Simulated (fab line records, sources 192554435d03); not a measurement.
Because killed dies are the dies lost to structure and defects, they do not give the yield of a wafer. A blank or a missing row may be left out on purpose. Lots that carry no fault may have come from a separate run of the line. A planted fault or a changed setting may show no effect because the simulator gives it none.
Matching of chambers ; flow n5Finfet ; N5_MOL_CONTACT_COAG_CMP_28 on cmp-01 has 4 sister chambers
The step polishes, stops on SiNx, t overpolish 0.85 s, target thk 14.522 nm. 4 wafers are shown with their chamber, then 9 later ones without.

WAFERS PAIRED WITH THEIR CHAMBERS
wafer;chamber;motorCurrentA (A)
L088.6;0;14.8
L091.1;1;12.6
L091.2;3;11.9
L091.3;2;12.8

WAFERS WITH NO CHAMBER GIVEN
wafer;motorCurrentA (A)
L093.2;12.4
L093.5;11.5
L093.6;15.0
L096.2;13.1
L096.4;13.2
L096.6;12.4
L097.1;12.1
L097.5;12.4
L097.6;15.7

WHICH CHAMBER EACH WENT THROUGH
wafer;from the rows above;in truth
L093.2;can't be placed: 1 or 2 or 3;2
L093.5;can't be placed: 3 or 1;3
L093.6;0;0
L096.2;can't be placed: 2 or 1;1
L096.4;can't be placed: 2 or 1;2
L096.6;can't be placed: 1 or 2 or 3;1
L097.1;can't be placed: 3 or 1 or 2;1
L097.5;can't be placed: 1 or 2 or 3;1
L097.6;0;0
Correctly placed: 2 of 9. Can't be placed from these rows: 7 (the true chamber is among the candidates in 7). Wrongly placed: 0.
How it was worked out, from the rows above alone: a wafer's distance from a chamber is the root of the sum, over the readings, of the square of ((its reading less the chamber's mean) divided by the reading's scatter). If the next closest chamber is less than 2 further off than the closest, the wafer can't be placed; otherwise it belongs to the closest. For every chamber, the mean is computed from those of its wafers that are shown. The scatter: with one shown wafer a chamber, the root of the mean of the squares of how far each hidden wafer lies from its nearest shown one.
